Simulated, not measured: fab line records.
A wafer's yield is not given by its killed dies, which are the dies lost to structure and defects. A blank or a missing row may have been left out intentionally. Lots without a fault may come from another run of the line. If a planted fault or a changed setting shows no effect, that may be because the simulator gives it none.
Split-lot study / flow n5 finfet / 21 wafers read across 7 lots, on a route 1938 steps long

## SPLIT DETAILS
At N5_BEOL_M6_ETCH_66 (etches SOC in N2/H2, target depth 80 nm, overetch 16 nm, time 120 s), the setting source w was moved away from the recipe's 840 W on 10 of the 21 wafers read, by -13.8% to +16.8%. For the rest of the wafers, this setting stayed at what the recipe calls for.

The split's own step is where the reading is taken.

## THE READING
rf vpp V, in V, at N5_BEOL_M6_ETCH_66 (etches SOC in N2/H2, target depth 80 nm, overetch 16 nm, time 120 s). Fault-free wafers of this fab line usually give 523.9 V, standard deviation 2 V.

wafer=L076.1; tool, chamber at the split=rie diel-01, 0; source w as run, W=840; against the recipe=recipe; rf vpp V, V=521.2; against lot-mates on the recipe=-
wafer=L076.4; tool, chamber at the split=rie diel-01, 1; source w as run, W=840; against the recipe=recipe; rf vpp V, V=526.2; against lot-mates on the recipe=-
wafer=L076.5; tool, chamber at the split=rie diel-01, 2; source w as run, W=981.5; against the recipe=+16.8%; rf vpp V, V=498.6; against lot-mates on the recipe=-25.1
wafer=L078.2; tool, chamber at the split=rie diel-04, 3; source w as run, W=724.4; against the recipe=-13.8%; rf vpp V, V=548.8; against lot-mates on the recipe=+25.8
wafer=L078.5; tool, chamber at the split=rie diel-04, 1; source w as run, W=840; against the recipe=recipe; rf vpp V, V=523.0; against lot-mates on the recipe=-
wafer=L078.6; tool, chamber at the split=rie diel-04, 0; source w as run, W=724.4; against the recipe=-13.8%; rf vpp V, V=553.1; against lot-mates on the recipe=+30.1
wafer=L079.2; tool, chamber at the split=rie diel-02, 2; source w as run, W=840; against the recipe=recipe; rf vpp V, V=523.5; against lot-mates on the recipe=-
wafer=L079.3; tool, chamber at the split=rie diel-02, 0; source w as run, W=951.7; against the recipe=+13.3%; rf vpp V, V=501.8; against lot-mates on the recipe=-21.7
wafer=L079.5; tool, chamber at the split=rie diel-02, 3; source w as run, W=951.7; against the recipe=+13.3%; rf vpp V, V=504.6; against lot-mates on the recipe=-18.9
wafer=L082.2; tool, chamber at the split=rie diel-01, 2; source w as run, W=840; against the recipe=recipe; rf vpp V, V=524.9; against lot-mates on the recipe=-
wafer=L082.4; tool, chamber at the split=rie diel-01, 0; source w as run, W=949.3; against the recipe=+13.0%; rf vpp V, V=499.8; against lot-mates on the recipe=-25.6
wafer=L082.6; tool, chamber at the split=rie diel-01, 1; source w as run, W=840; against the recipe=recipe; rf vpp V, V=525.9; against lot-mates on the recipe=-
wafer=L086.1; tool, chamber at the split=rie diel-04, 2; source w as run, W=902.8; against the recipe=+7.5%; rf vpp V, V=513.4; against lot-mates on the recipe=no lot-mate on the recipe
wafer=L086.5; tool, chamber at the split=rie diel-04, 1; source w as run, W=902.8; against the recipe=+7.5%; rf vpp V, V=509.3; against lot-mates on the recipe=no lot-mate on the recipe
wafer=L086.6; tool, chamber at the split=rie diel-04, 2; source w as run, W=902.8; against the recipe=+7.5%; rf vpp V, V=513.7; against lot-mates on the recipe=no lot-mate on the recipe
wafer=L089.4; tool, chamber at the split=rie diel-01, 0; source w as run, W=840; against the recipe=recipe; rf vpp V, V=519.0; against lot-mates on the recipe=-
wafer=L089.5; tool, chamber at the split=rie diel-01, 1; source w as run, W=840; against the recipe=recipe; rf vpp V, V=525.4; against lot-mates on the recipe=-
wafer=L089.6; tool, chamber at the split=rie diel-01, 0; source w as run, W=975.4; against the recipe=+16.1%; rf vpp V, V=494.8; against lot-mates on the recipe=-27.4
wafer=L094.2; tool, chamber at the split=rie diel-02, 0; source w as run, W=840; against the recipe=recipe; rf vpp V, V=521.4; against lot-mates on the recipe=-
wafer=L094.3; tool, chamber at the split=rie diel-02, 1; source w as run, W=840; against the recipe=recipe; rf vpp V, V=524.8; against lot-mates on the recipe=-
wafer=L094.4; tool, chamber at the split=rie diel-02, 2; source w as run, W=840; against the recipe=recipe; rf vpp V, V=524.6; against lot-mates on the recipe=-

THE FIT
A straight line over all 21 wafers: rf vpp V changes by -1.74 V for each +1% of source w; r = -0.99; the points scatter about the line by 2.6 V.
The same after taking each lot's own level away (the mean of its wafers on the recipe; 18 wafers): -1.76 V for each +1%; r = -0.99; scatter 2.7 V.
That fit puts the effect of the largest move of source w on the reading at 30 V.
Across the lots, their own levels run from 522.20 to 525.40 V, a range of 1.6 times the standard deviation given above.
The two slopes agree, so the slope changes little with the lot-to-lot level.
Check: with one of the wafers moved furthest among these (+16.8%) left out of the fit, the line predicts -29.8 V for it against its lot-mates. It came out at -25.1 V against them.
Tool readings at the split's step, against how far the setting was moved: rf vpp V r = -0.99.

## OTHER SPLITS ON THESE WAFERS
Before the reading, these wafers also passed through other splits. Each is held against what the fit with the lots' levels taken away leaves over:
other split on the same wafers=N5_BEOL_M5_TRENCH_ETCH_37 time s; wafers away from the commonest value=6; r with rf vpp V (lot level and that fit taken away)=+0.02
other split on the same wafers=N5_BEOL_M5_ETCH_41 source w; wafers away from the commonest value=8; r with rf vpp V (lot level and that fit taken away)=+0.54

## FILE'S OWN FIT
rf vpp V changes by -1.72 V for each +1% of source w, r = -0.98.
